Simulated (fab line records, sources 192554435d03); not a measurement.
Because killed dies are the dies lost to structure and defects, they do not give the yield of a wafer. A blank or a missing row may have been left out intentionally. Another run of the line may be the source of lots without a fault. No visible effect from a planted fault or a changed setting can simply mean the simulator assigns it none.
Matching of chambers	flow n5_finfet	3 sister chambers for N5_BEOL_M5_CURE_79 on uv_cure-02
The step cures SiCOH lowk, time 240 s. 16 wafers are shown with their chamber, then 8 later ones without.

## EACH WAFER AND ITS CHAMBER
wafer	chamber	wafer_temp_C_max	lamp_power_pct (%)
L081.1	1	388.0	52.42
L081.4	1	386.8	52.36
L081.6	1	387.7	52.28
L081.2	1	387.5	52.31
L081.3	1	386.5	52.27
L081.5	1	387.8	52.28
L082.3	1	387.7	52.35
L082.4	1	388.0	52.28
L082.5	1	387.3	52.25
L085.2	2	386.7	52.31
L085.5	2	386.3	52.31
L085.6	2	387.0	52.26
L091.2	2	385.8	52.27
L091.3	2	386.1	52.30
L091.6	2	386.5	52.33
L094.1	0	386.3	52.33

SIGNATURES (means of the wafers above)
reading	chamber 0	chamber 1	chamber 2	scatter within a chamber
wafer_temp_C_max	386.300	387.478	386.400	0.49
lamp_power_pct	52.3300	52.3111	52.2967	0.0461
Rule: for a wafer and a chamber, the distance is found by dividing, reading by reading, the gap between the wafer's reading and the chamber's mean by the reading's scatter, squaring, summing and taking the root. If the next closest chamber is less than 2 further off than the closest, the wafer can't be placed; otherwise it belongs to the closest. How the scatter is found: for the shown wafers, subtract from each reading the mean of its chamber, square and add these, divide the total by (wafers less chambers), then take the root.

## WAFERS MISSING THEIR CHAMBER
wafer	wafer_temp_C_max	lamp_power_pct (%)
L094.5	386.7	52.33
L094.6	386.6	52.37
L095.2	387.7	52.34
L095.3	387.2	52.39
L095.4	387.9	52.35
L097.3	386.8	52.27
L097.5	386.4	52.38
L097.6	386.1	52.34

## THE CHAMBER EACH PASSED THROUGH
wafer	from the rows above	in truth
L094.5	can't be placed: 0 or 2 or 1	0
L094.6	can't be placed: 0 or 2 or 1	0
L095.2	1	1
L095.3	can't be placed: 1 or 0 or 2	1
L095.4	1	1
L097.3	can't be placed: 2 or 1 or 0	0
L097.5	can't be placed: 0 or 2 or 1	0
L097.6	can't be placed: 0 or 2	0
Correct placement for 2 of the 8. Not placeable from these rows: 6 (in 6, the candidates include the true chamber). Number placed wrongly: 0.
